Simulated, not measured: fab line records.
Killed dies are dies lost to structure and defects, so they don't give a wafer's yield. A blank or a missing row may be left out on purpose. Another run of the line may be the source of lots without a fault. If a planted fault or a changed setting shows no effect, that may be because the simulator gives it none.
Split-lot study | flow n5-finfet | on a route of 1938 steps: 7 lots, 39 wafers read

== THE SPLIT ITSELF ==
At N5_BEOL_M4_ETCH_70 (etches SOC in N2/H2, target depth 80 nm, overetch 24 nm, time 130 s), the setting time-s was moved away from the recipe's 130 s on 15 of the 39 wafers read, by -37.2% to +55.6%. For the rest of the wafers, this setting stayed at what the recipe calls for.

The reading comes from the split's own step.

== THE READING ==
SiARC_of_BEOL_M4_COAT_68.thk-nm (the simulator's own value, which no gauge read), in nm, at N5_BEOL_M4_ETCH_70 (etches SOC in N2/H2, target depth 80 nm, overetch 24 nm, time 130 s). The file gives no usual value for it. Here, 24 wafers ran the recipe; their average is 6.0 nm with a standard deviation of 0.2 nm.

wafer  | tool, chamber at the split | time-s as run, s | against the recipe | SiARC_of_BEOL_M4_COAT_68.thk-nm, nm | against lot-mates on the recipe
L074.1 | rie-diel-02, 0             | 189.7            | +45.9%             | 3.2                                 | -2.6
L074.2 | rie-diel-02, 2             | 189.7            | +45.9%             | 2.8                                 | -3.0
L074.6 | rie-diel-02, 2             | 189.7            | +45.9%             | 2.8                                 | -3.0
L074.3 | rie-diel-02, 1             | 130              | recipe             | 6                                   | -
L074.4 | rie-diel-02, 3             | 130              | recipe             | 5.6                                 | -
L074.5 | rie-diel-02, 3             | 130              | recipe             | 5.8                                 | -
L077.1 | rie-diel-06, 0             | 130              | recipe             | 6.2                                 | -
L077.2 | rie-diel-06, 3             | 130              | recipe             | 6                                   | -
L077.3 | rie-diel-06, 2             | 109.1            | -16.1%             | 6.8                                 | +0.9
L077.6 | rie-diel-06, 2             | 109.1            | -16.1%             | 6.8                                 | +0.9
L077.4 | rie-diel-06, 1             | 130              | recipe             | 5.6                                 | -
L077.5 | rie-diel-06, 1             | 109.1            | -16.1%             | 6.6                                 | +0.7
L076.1 | rie-diel-06, 3,2,3         | 81.68            | -37.2%             | 8.2                                 | +2.1
L076.4 | rie-diel-06, 3,2,3         | 81.68            | -37.2%             | 8.2                                 | +2.1
L076.6 | rie-diel-06, 3,2,3         | 81.68            | -37.2%             | 8.2                                 | +2.1
L076.2 | rie-diel-06, 2             | 130              | recipe             | 5.8                                 | -
L076.3 | rie-diel-06, 0             | 130              | recipe             | 6.2                                 | -
L076.5 | rie-diel-06, 0             | 130              | recipe             | 6.2                                 | -
L090.1 | rie-diel-02, 2             | 130              | recipe             | 5.6                                 | -
L090.2 | rie-diel-02, 3             | 130              | recipe             | 5.8                                 | -
L090.3 | rie-diel-02, 1             | 130              | recipe             | 6                                   | -
L090.4 | rie-diel-02, 0             | 202.3            | +55.6%             | 2.6                                 | -3.2
L090.5 | rie-diel-02, 0             | 202.3            | +55.6%             | 2.6                                 | -3.2
L090.6 | rie-diel-02, 3             | 202.3            | +55.6%             | 2.2                                 | -3.6
L091.1 | rie-diel-06, 2             | 130              | recipe             | 5.8                                 | -
L091.2 | rie-diel-06, 0             | 130              | recipe             | 6.2                                 | -
L091.4 | rie-diel-06, 3             | 130              | recipe             | 6                                   | -
L092.1 | rie-diel-06, 2,3,3         | 130              | recipe             | 6                                   | -
L092.4 | rie-diel-06, 2,3,3         | 130              | recipe             | 6                                   | -
L092.6 | rie-diel-06, 2,3,3         | 130              | recipe             | 6                                   | -
L092.2 | rie-diel-06, 1             | 130              | recipe             | 5.6                                 | -
L092.3 | rie-diel-06, 0             | 130              | recipe             | 6.2                                 | -
L092.5 | rie-diel-06, 0             | 130              | recipe             | 6.2                                 | -
L096.1 | rie-diel-01, 1             | 161.4            | +24.2%             | 4.4                                 | -1.6
L096.2 | rie-diel-01, 0,2,0         | 130              | recipe             | 6                                   | -
L096.3 | rie-diel-01, 0,2,0         | 130              | recipe             | 6                                   | -
L096.6 | rie-diel-01, 0,2,0         | 130              | recipe             | 6                                   | -
L096.4 | rie-diel-01, 3             | 161.4            | +24.2%             | 4                                   | -2.0
L096.5 | rie-diel-01, 3             | 161.4            | +24.2%             | 4                                   | -2.0
When a row names more than one chamber, that row covers several wafers, and the file does not tell which wafer ran in which chamber.

FIT RESULTS
A straight line over all 39 wafers: SiARC_of_BEOL_M4_COAT_68.thk-nm changes by -0.0631 nm for each +1% of time-s; r = -0.99; the points scatter about the line by 0.21 nm.
The same after taking each lot's own level away (the mean of its wafers on the recipe; 39 wafers): -0.0606 nm for each +1%; r = -0.99; scatter 0.21 nm.
According to that fit, moving time-s by its largest amount changes the reading by 3.4 nm.
The span of the lots' own levels, 5.80 to 6.07 nm, comes to 1.3 times the standard deviation stated above.
Hence the lot-to-lot level has little effect on the slope; both slopes agree.
Check: for one of the wafers moved furthest among these (+55.6%), held out of the fit, the line's prediction against its lot-mates is -3.47 nm. Against them it came out at -3.2 nm.

== ADDITIONAL SPLITS CARRIED BY THESE WAFERS ==
Before the reading, these wafers also passed through other splits. Each is held against what the fit with the lots' levels taken away leaves over:
other split on the same wafers           | wafers away from the commonest value | r with SiARC_of_BEOL_M4_COAT_68.thk-nm (lot level and that fit taken away)
N5_BEOL_M2_TRENCH_ETCH_37 target-depth-a | 12                                   | -0.12

== FILE'S OWN FIT ==
SiARC_of_BEOL_M4_COAT_68.thk-nm changes by -0.0612 nm for each +1% of time-s, r = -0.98.
